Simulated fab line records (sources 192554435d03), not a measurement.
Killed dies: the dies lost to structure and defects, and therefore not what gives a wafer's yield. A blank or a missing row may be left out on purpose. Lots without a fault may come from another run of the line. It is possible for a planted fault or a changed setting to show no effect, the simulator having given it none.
Chamber matching || flow n5Finfet || N5_BEOL_M5_CURE_80 on uvCure-01 has 3 sister chambers
The step cures SiCOH lowk, time 120 s. 39 wafers are shown with their chamber, then 12 later ones without.

WAFERS PAIRED WITH THEIR CHAMBERS
{"wafer": "L074.1", "chamber": 2, "wafer_temp_C_max": 371.1, "lampPowerPct (%)": 52.24}
{"wafer": "L074.4", "chamber": 2, "wafer_temp_C_max": 371.0, "lampPowerPct (%)": 52.27}
{"wafer": "L074.6", "chamber": 2, "wafer_temp_C_max": 371.5, "lampPowerPct (%)": 52.28}
{"wafer": "L075.2", "chamber": 0, "wafer_temp_C_max": 372.1, "lampPowerPct (%)": 52.29}
{"wafer": "L075.4", "chamber": 0, "wafer_temp_C_max": 372.4, "lampPowerPct (%)": 52.30}
{"wafer": "L075.5", "chamber": 0, "wafer_temp_C_max": 371.7, "lampPowerPct (%)": 52.38}
{"wafer": "L080.2", "chamber": 1, "wafer_temp_C_max": 371.2, "lampPowerPct (%)": 52.31}
{"wafer": "L080.3", "chamber": 1, "wafer_temp_C_max": 371.0, "lampPowerPct (%)": 52.29}
{"wafer": "L080.4", "chamber": 1, "wafer_temp_C_max": 371.0, "lampPowerPct (%)": 52.23}
{"wafer": "L081.3", "chamber": 1, "wafer_temp_C_max": 371.4, "lampPowerPct (%)": 52.37}
{"wafer": "L081.4", "chamber": 1, "wafer_temp_C_max": 370.6, "lampPowerPct (%)": 52.33}
{"wafer": "L081.6", "chamber": 1, "wafer_temp_C_max": 370.5, "lampPowerPct (%)": 52.34}
{"wafer": "L083.2", "chamber": 1, "wafer_temp_C_max": 371.0, "lampPowerPct (%)": 52.33}
{"wafer": "L083.5", "chamber": 1, "wafer_temp_C_max": 371.2, "lampPowerPct (%)": 52.33}
{"wafer": "L083.6", "chamber": 1, "wafer_temp_C_max": 371.1, "lampPowerPct (%)": 52.20}
{"wafer": "L084.1", "chamber": 0, "wafer_temp_C_max": 371.6, "lampPowerPct (%)": 52.29}
{"wafer": "L084.3", "chamber": 0, "wafer_temp_C_max": 371.7, "lampPowerPct (%)": 52.32}
{"wafer": "L084.5", "chamber": 0, "wafer_temp_C_max": 371.3, "lampPowerPct (%)": 52.34}
{"wafer": "L084.2", "chamber": 0, "wafer_temp_C_max": 371.5, "lampPowerPct (%)": 52.31}
{"wafer": "L084.4", "chamber": 0, "wafer_temp_C_max": 371.3, "lampPowerPct (%)": 52.39}
{"wafer": "L084.6", "chamber": 0, "wafer_temp_C_max": 371.9, "lampPowerPct (%)": 52.26}
{"wafer": "L088.1", "chamber": 2, "wafer_temp_C_max": 370.9, "lampPowerPct (%)": 52.32}
{"wafer": "L088.4", "chamber": 2, "wafer_temp_C_max": 371.5, "lampPowerPct (%)": 52.24}
{"wafer": "L088.5", "chamber": 2, "wafer_temp_C_max": 371.6, "lampPowerPct (%)": 52.30}
{"wafer": "L091.1", "chamber": 2, "wafer_temp_C_max": 371.5, "lampPowerPct (%)": 52.31}
{"wafer": "L091.2", "chamber": 2, "wafer_temp_C_max": 371.0, "lampPowerPct (%)": 52.29}
{"wafer": "L091.4", "chamber": 2, "wafer_temp_C_max": 371.0, "lampPowerPct (%)": 52.38}
{"wafer": "L092.2", "chamber": 0, "wafer_temp_C_max": 371.6, "lampPowerPct (%)": 52.32}
{"wafer": "L092.4", "chamber": 0, "wafer_temp_C_max": 371.8, "lampPowerPct (%)": 52.30}
{"wafer": "L092.5", "chamber": 0, "wafer_temp_C_max": 372.0, "lampPowerPct (%)": 52.18}
{"wafer": "L093.2", "chamber": 2, "wafer_temp_C_max": 371.4, "lampPowerPct (%)": 52.30}
{"wafer": "L093.4", "chamber": 2, "wafer_temp_C_max": 371.3, "lampPowerPct (%)": 52.30}
{"wafer": "L093.6", "chamber": 2, "wafer_temp_C_max": 371.2, "lampPowerPct (%)": 52.30}
{"wafer": "L094.1", "chamber": 1, "wafer_temp_C_max": 371.1, "lampPowerPct (%)": 52.23}
{"wafer": "L094.2", "chamber": 1, "wafer_temp_C_max": 370.7, "lampPowerPct (%)": 52.28}
{"wafer": "L094.3", "chamber": 1, "wafer_temp_C_max": 371.1, "lampPowerPct (%)": 52.27}
{"wafer": "L094.4", "chamber": 1, "wafer_temp_C_max": 371.1, "lampPowerPct (%)": 52.35}
{"wafer": "L094.5", "chamber": 1, "wafer_temp_C_max": 370.8, "lampPowerPct (%)": 52.30}
{"wafer": "L094.6", "chamber": 1, "wafer_temp_C_max": 371.1, "lampPowerPct (%)": 52.28}

SIGNATURES, as means of the wafers listed above
{"reading": "wafer_temp_C_max", "chamber 0": 371.742, "chamber 1": 370.993, "chamber 2": 371.250, "scatter within a chamber": 0.271}
{"reading": "lampPowerPct", "chamber 0": 52.3067, "chamber 1": 52.2960, "chamber 2": 52.2942, "scatter within a chamber": 0.0474}
Rule: a wafer's distance from a chamber is the root of the sum, over the readings, of the square of ((its reading less the chamber's mean) divided by the reading's scatter). The wafer belongs to the nearest chamber; if the next one is less than 2 further off, it can't be placed. The scatter: the root of (the sum of the squares of (reading less its chamber's mean) over the shown wafers, divided by (wafers less chambers)).

WAFERS MISSING THEIR CHAMBER
{"wafer": "L076.2", "wafer_temp_C_max": 371.5, "lampPowerPct (%)": 52.31}
{"wafer": "L076.3", "wafer_temp_C_max": 372.4, "lampPowerPct (%)": 52.31}
{"wafer": "L076.5", "wafer_temp_C_max": 371.6, "lampPowerPct (%)": 52.22}
{"wafer": "L095.1", "wafer_temp_C_max": 372.0, "lampPowerPct (%)": 52.27}
{"wafer": "L095.3", "wafer_temp_C_max": 371.4, "lampPowerPct (%)": 52.39}
{"wafer": "L095.6", "wafer_temp_C_max": 372.0, "lampPowerPct (%)": 52.36}
{"wafer": "L096.1", "wafer_temp_C_max": 371.4, "lampPowerPct (%)": 52.36}
{"wafer": "L096.3", "wafer_temp_C_max": 371.8, "lampPowerPct (%)": 52.15}
{"wafer": "L096.4", "wafer_temp_C_max": 371.9, "lampPowerPct (%)": 52.20}
{"wafer": "L096.2", "wafer_temp_C_max": 371.9, "lampPowerPct (%)": 52.28}
{"wafer": "L096.5", "wafer_temp_C_max": 372.2, "lampPowerPct (%)": 52.36}
{"wafer": "L096.6", "wafer_temp_C_max": 371.5, "lampPowerPct (%)": 52.27}

THE CHAMBER EACH PASSED THROUGH
{"wafer": "L076.2", "from the rows above": "can't be placed: 0 or 2 or 1", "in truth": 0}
{"wafer": "L076.3", "from the rows above": "can't be placed: 0 or 2", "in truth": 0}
{"wafer": "L076.5", "from the rows above": "can't be placed: 0 or 2 or 1", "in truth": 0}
{"wafer": "L095.1", "from the rows above": "can't be placed: 0 or 2", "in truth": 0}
{"wafer": "L095.3", "from the rows above": "can't be placed: 2 or 0 or 1", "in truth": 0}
{"wafer": "L095.6", "from the rows above": "can't be placed: 0 or 2", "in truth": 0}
{"wafer": "L096.1", "from the rows above": "can't be placed: 2 or 0 or 1", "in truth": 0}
{"wafer": "L096.3", "from the rows above": "can't be placed: 0 or 2 or 1", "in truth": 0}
{"wafer": "L096.4", "from the rows above": "can't be placed: 0 or 2 or 1", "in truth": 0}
{"wafer": "L096.2", "from the rows above": "can't be placed: 0 or 2", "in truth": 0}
{"wafer": "L096.5", "from the rows above": "can't be placed: 0 or 2", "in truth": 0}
{"wafer": "L096.6", "from the rows above": "can't be placed: 2 or 0 or 1", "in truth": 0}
Correctly placed: 0 of 12. Unplaceable from these rows: 12, with the true chamber sitting among the candidates in 12. Placed wrongly: 0.
